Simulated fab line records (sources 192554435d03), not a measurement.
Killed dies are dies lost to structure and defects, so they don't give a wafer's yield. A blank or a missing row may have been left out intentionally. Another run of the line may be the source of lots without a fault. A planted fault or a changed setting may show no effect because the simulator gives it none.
Matching of chambers || flow n5Finfet || 3 sister chambers for N5_BEOL_M2_ILD_DEP_00 on pecvd-03
The step deposits SiOC from DEMS/O2, target thk 79 nm, time 15.3 s. 3 wafers are shown with their chamber, then 9 later ones without.

WAFERS, EACH WITH ITS CHAMBER
{"wafer": "L086.6", "chamber": 2, "throttleValvePct (%)": 11.6}
{"wafer": "L088.1", "chamber": 1, "throttleValvePct (%)": 12.8}
{"wafer": "L088.5", "chamber": 0, "throttleValvePct (%)": 11.6}

WAFERS MISSING THEIR CHAMBER
{"wafer": "L094.2", "throttleValvePct (%)": 12.9}
{"wafer": "L094.4", "throttleValvePct (%)": 12.8}
{"wafer": "L094.5", "throttleValvePct (%)": 11.8}
{"wafer": "L093.1", "throttleValvePct (%)": 11.4}
{"wafer": "L093.4", "throttleValvePct (%)": 11.7}
{"wafer": "L093.5", "throttleValvePct (%)": 12.7}
{"wafer": "L096.2", "throttleValvePct (%)": 11.9}
{"wafer": "L096.3", "throttleValvePct (%)": 11.9}
{"wafer": "L096.6", "throttleValvePct (%)": 12.7}

EACH ONE'S CHAMBER
{"wafer": "L094.2", "from the rows above": 1, "in truth": 1}
{"wafer": "L094.4", "from the rows above": 1, "in truth": 1}
{"wafer": "L094.5", "from the rows above": "can't be placed: 0 or 2", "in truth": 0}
{"wafer": "L093.1", "from the rows above": "can't be placed: 0 or 2", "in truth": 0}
{"wafer": "L093.4", "from the rows above": "can't be placed: 0 or 2", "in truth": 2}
{"wafer": "L093.5", "from the rows above": 1, "in truth": 1}
{"wafer": "L096.2", "from the rows above": "can't be placed: 0 or 2", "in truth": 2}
{"wafer": "L096.3", "from the rows above": "can't be placed: 0 or 2", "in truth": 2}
{"wafer": "L096.6", "from the rows above": 1, "in truth": 1}
Placed correctly: 4 of 9. These rows do not allow placing 5 (true chamber among the candidates in 5). Number placed wrongly: 0.
How it was worked out, from the rows above alone: a wafer's distance from a chamber is the root of the sum, over the readings, of the square of ((its reading less the chamber's mean) divided by the reading's scatter). The wafer belongs to the nearest chamber; if the next one is less than 2 further off, it can't be placed. Each chamber's mean is taken over the wafers shown for it. The scatter (one wafer shown for each chamber): square how far every hidden wafer sits from the nearest shown wafer, average those squares and take the square root.
